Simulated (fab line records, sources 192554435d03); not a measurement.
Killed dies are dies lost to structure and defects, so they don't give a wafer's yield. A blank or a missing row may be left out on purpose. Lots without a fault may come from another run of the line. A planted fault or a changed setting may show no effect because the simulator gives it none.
Chamber matching | flow n5_finfet | N5_BEOL_M8_DEP_56 on pecvd-01: 3 sister chambers
The step deposits SiCN from 3MS/NH3, target thk 10 nm, time 17.5 s. 6 wafers are shown with their chamber, then 12 later ones without.

WAFERS WITH THEIR CHAMBER
wafer  | chamber | showerhead_plenum_p_Torr (Torr) | throttle_valve_pct (%)
L091.4 | 2       | 3.666                           | 8.5
L091.5 | 1       | 3.671                           | 9.2
L091.6 | 0       | 3.657                           | 8.5
L092.1 | 2       | 3.668                           | 8.4
L092.2 | 0       | 3.653                           | 8.8
L092.4 | 1       | 3.676                           | 9.0

WAFERS WITHOUT THEIR CHAMBER
wafer  | showerhead_plenum_p_Torr (Torr) | throttle_valve_pct (%)
L094.1 | 3.673                           | 8.7
L094.2 | 3.653                           | 8.5
L094.3 | 3.660                           | 8.9
L094.4 | 3.655                           | 8.8
L094.5 | 3.668                           | 9.0
L094.6 | 3.679                           | 8.9
L095.2 | 3.653                           | 8.7
L095.3 | 3.669                           | 8.7
L095.5 | 3.672                           | 9.2
L097.3 | 3.664                           | 8.4
L097.4 | 3.668                           | 8.8
L097.6 | 3.668                           | 9.0

WHICH CHAMBER EACH WENT THROUGH
wafer  | from the rows above     | in truth
L094.1 | can't be placed: 1 or 2 | 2
L094.2 | 0                       | 0
L094.3 | can't be placed: 0 or 2 | 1
L094.4 | 0                       | 0
L094.5 | can't be placed: 1 or 2 | 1
L094.6 | 1                       | 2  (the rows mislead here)
L095.2 | 0                       | 0
L095.3 | can't be placed: 2 or 1 | 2
L095.5 | 1                       | 1
L097.3 | 2                       | 2
L097.4 | can't be placed: 2 or 1 | 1
L097.6 | can't be placed: 1 or 2 | 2
Placed correctly: 5 of 12. Can't be placed from these rows: 6 (the true chamber is among the candidates in 5). Placed wrongly: 1.
How it was worked out, from the rows above alone: a wafer's distance from a chamber is the root of the sum, over the readings, of the square of ((its reading less the chamber's mean) divided by the reading's scatter). The wafer belongs to the nearest chamber; if the next one is less than 2 further off, it can't be placed. A chamber's mean is the mean of its shown wafers. The scatter: the root of (the sum of the squares of (reading less its chamber's mean) over the shown wafers, divided by (wafers less chambers)).
